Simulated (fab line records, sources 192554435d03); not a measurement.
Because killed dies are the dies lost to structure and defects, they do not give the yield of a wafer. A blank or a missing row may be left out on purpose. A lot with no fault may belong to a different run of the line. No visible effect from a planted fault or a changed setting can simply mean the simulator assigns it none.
Chamber matching + flow n5_finfet + N5_BEOL_M4_ILD_DEP_00 on pecvd-01: 3 sister chambers
The step deposits SiOC from DEMS/O2, target thk 79 nm, time 15.3 s. 14 wafers are shown with their chamber, then 7 later ones without.

## WAFERS PAIRED WITH THEIR CHAMBERS
| wafer  | chamber | showerhead_vpp_V (V) | throttle_valve_pct (%) | heater_power_w (W) |
|--------|---------|----------------------|------------------------|--------------------|
| L077.4 | 0       | 1351                 | 12.4                   | 541                |
| L077.5 | 2       | 1407                 | 11.6                   | 467                |
| L077.6 | 1       | 1201                 | 13.1                   | 408                |
| L081.2 | 0       | 1313                 | 12.7                   | 522                |
| L081.5 | 0       | 1339                 | 12.6                   | 531                |
| L081.6 | 1       | 1199                 | 13.0                   | 417                |
| L087.3 | 0       | 1332                 | 12.4                   | 546                |
| L087.5 | 0       | 1326                 | 12.5                   | 534                |
| L087.6 | 2       | 1387                 | 11.4                   | 443                |
| L085.1 | 1       | 1215                 | 13.1                   | 472                |
| L085.3 | 0       | 1325                 | 12.4                   | 548                |
| L085.4 | 0       | 1324                 | 12.3                   | 545                |
| L091.1 | 2       | 1390                 | 11.6                   | 525                |
| L091.2 | 0       | 1350                 | 12.4                   | 512                |

SIGNATURES (averages over the wafers above)
| reading            | chamber 0 | chamber 1 | chamber 2 | scatter within a chamber |
|--------------------|-----------|-----------|-----------|--------------------------|
| showerhead_vpp_V   | 1332.50   | 1205.00   | 1394.67   | 12.2                     |
| throttle_valve_pct | 12.463    | 13.067    | 11.533    | 0.118                    |
| heater_power_w     | 534.88    | 432.33    | 478.33    | 25.4                     |
Rule: distance of a wafer from a chamber = root of the sum over the readings of ((wafer's reading minus chamber's mean) / reading's scatter) squared. If the next closest chamber is less than 2 further off than the closest, the wafer can't be placed; otherwise it belongs to the closest. The scatter: the root of (the sum of the squares of (reading less its chamber's mean) over the shown wafers, divided by (wafers less chambers)).

## WAFERS WHOSE CHAMBER IS MISSING
| wafer  | showerhead_vpp_V (V) | throttle_valve_pct (%) | heater_power_w (W) |
|--------|----------------------|------------------------|--------------------|
| L091.6 | 1354                 | 12.4                   | 522                |
| L090.2 | 1398                 | 11.4                   | 432                |
| L090.4 | 1340                 | 12.5                   | 475                |
| L090.5 | 1394                 | 11.4                   | 444                |
| L092.1 | 1336                 | 12.3                   | 508                |
| L092.4 | 1370                 | 11.5                   | 477                |
| L092.6 | 1345                 | 12.8                   | 512                |

## EACH ONE'S CHAMBER
| wafer  | from the rows above | in truth |
|--------|---------------------|----------|
| L091.6 | 0                   | 0        |
| L090.2 | 2                   | 2        |
| L090.4 | 0                   | 0        |
| L090.5 | 2                   | 2        |
| L092.1 | 0                   | 0        |
| L092.4 | 2                   | 2        |
| L092.6 | 0                   | 0        |
Correct placement for 7 of the 7. Left unplaced by these rows: 0. Number placed wrongly: 0.
